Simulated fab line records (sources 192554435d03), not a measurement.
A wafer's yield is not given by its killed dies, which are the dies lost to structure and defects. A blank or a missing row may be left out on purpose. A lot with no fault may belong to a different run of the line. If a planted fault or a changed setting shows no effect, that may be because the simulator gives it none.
Struck lot and sound lot, side by side    flow n5_finfet    16 steps out of a route of 1938
Sound: the wafers L108.1, L108.4, L108.6. Struck: wafer L112.1 (left out: L112.4, a lot-mate that was not struck); the cause follows at the end.
Order at every step that has rows: each side's tool, ch and its chambers, its first start. Under that, the readings that differ: sound wafers    struck wafers    difference of the means    sigmas: that difference in standard deviations of wafers without a fault.
alike: readings with means less than 2 such deviations apart, plus words and numbers identical on both sides. not compared: withheld readings, readings lacking a value on some wafer, bounds such as >300 that could conceal the same value, and numbers that have no deviation in the record and whose values overlap.
A row with sigmas, a row that says differs or no value, or rows on one side alone: a step with any of these is where the two part. When numbers do not overlap yet have no deviation, they are printed without sigmas and do not part them. A reading that every wafer of one side lacks parts them only if that side has two wafers or more.

N5_BEOL_M4_DESCUM_33: chemistry O2, time 7 s.
  sound on rie_diel-01 ch 0,3, day 10 10:33; struck on rie_diel-03 ch 2, day 11 17:02
reading                sound           struck  difference  sigmas
oes_product_au (a.u.)  0.82 0.95 0.96  0.72    -0.19       -2
  alike: drypump_motor_current_A, o2_flow_sccm, rf_vpp_V, showerhead_plenum_p_Torr, throttle_valve_pct
  not compared: rf_hours_counter_h
N5_BEOL_M4_ETCH_77: etches underlayer in N2/H2, target depth 6.5 nm, time 5.2 s.
  sound on rie_diel-01 ch 0,3, day 10 10:35; struck on rie_diel-03 ch 2, day 11 17:04
reading                sound           struck  difference  sigmas
oes_product_au (a.u.)  0.69 0.82 0.81  0.60    -0.17       -2
  alike: bias_w, drypump_motor_current_A, etch_rf_on_time_s, rf_vpp_V, showerhead_plenum_p_Torr, throttle_valve_pct
  not compared: rf_hours_counter_h
then, 2 steps without rows for these wafers: N5_BEOL_M4_ETCH_69 (etches SiARC in CF4, target depth 15.6 nm, time 26 s); N5_BEOL_M4_ALD_98 (deposits SiO2, target thk 2.5 nm, pulse time 1 s, co reactant pulse time 1 s).
-- the record jumps here: 2 days lie between the struck wafers' starts before and after --
N5_BEOL_M4_ETCHBACK_99: etches SiO2 in CHF3, target depth 5 nm, time 10.4 s.
  sound on rie_diel-01 ch 0,1,3, day 11 15:02; struck on rie_diel-01 ch 3, day 13 17:05
  alike: bias_w, drypump_motor_current_A, oes_product_au, rf_vpp_V, showerhead_plenum_p_Torr, throttle_valve_pct
  not compared: rf_hours_counter_h
then, 6 steps without rows for these wafers: N5_BEOL_M4_ETCH_70 (etches SOC in N2/H2, target depth 80 nm, overetch 24 nm, time 130 s); N5_BEOL_M4_STRIP_71 (strips in N2/H2); N5_BEOL_M4_STRIP_78 (strips in N2/H2); N5_BEOL_M4_VIA_ETCH_34 (etches the open film in C4F6/O2, target depth 69.4 nm, time 65.9 s); N5_BEOL_M4_STRIP_83 (strips in C4F6/O2); N5_BEOL_M4_STRIP_36 (strips in N2/H2).
N5_BEOL_M4_TRENCH_ETCH_37: etches SiOC in C4F6/O2, target depth 55.555 nm, time 29.2 s.
  sound on rie_diel-01 ch 0,1,3; struck on rie_diel-01 ch 3
  alike: C4F6_flow_sccm, bias_w, drypump_motor_current_A, oes_product_au, rf_vpp_V, showerhead_plenum_p_Torr, throttle_valve_pct
  not compared: rf_hours_counter_h
N5_BEOL_M4_ETCH_41: etches SiCN in CH3F/O2, target depth 29.9 nm, time 52.5 s.
  sound on rie_diel-01 ch 0,1,3, day 11 15:18; struck on rie_diel-01 ch 3, day 13 17:22
reading                   sound              struck  difference  sigmas
oes_product_au (a.u.)     0.82 0.93 0.80     1.26    +0.41       +5
model.etch.depth_nm (nm)  20.47 19.84 20.11  33.02   +12.88      
  alike: bias_w, drypump_motor_current_A, rf_vpp_V, showerhead_plenum_p_Torr, throttle_valve_pct
  not compared: rf_hours_counter_h
N5_BEOL_M4_STRIP_97: strips in N2/H2, time 10 s.
  sound on rie_diel-01 ch 0,1,3; struck on rie_diel-01 ch 3
  alike: drypump_motor_current_A, oes_product_au, rf_vpp_V, showerhead_plenum_p_Torr, throttle_valve_pct
  not compared: rf_hours_counter_h
N5_BEOL_M4_RC_MEAS_101:
  sound on prober-01 ch 0, day 11 19:55; struck on prober-02 ch 0, day 13 22:44
reading        sound           struck  difference  sigmas
SS_N (mV/dec)  71.7 70.8 72.4  73.6    +2.0        +2
  alike: DIBL_N, DIBL_P, IOFF_N, IOFF_P, ION_N, ION_P, SS_P, VT_N, VT_P
-- here the record skips 5 days between the struck wafers' starts before and after, leaving off in module BEOL_M4 and picking up in module PASSIVATION (first step shown: number 1936 of the route) --
N5_PASSIVATION_PROBE_49:
  rows exist in the record for the struck wafers here (prober-02, day 18 22:13), but not for the sound ones

== WHERE THEY PART ==
Last at N5_PASSIVATION_PROBE_49 as far as this record goes, first at N5_BEOL_M4_DESCUM_33.

WHY: whatever the simulator had introduced
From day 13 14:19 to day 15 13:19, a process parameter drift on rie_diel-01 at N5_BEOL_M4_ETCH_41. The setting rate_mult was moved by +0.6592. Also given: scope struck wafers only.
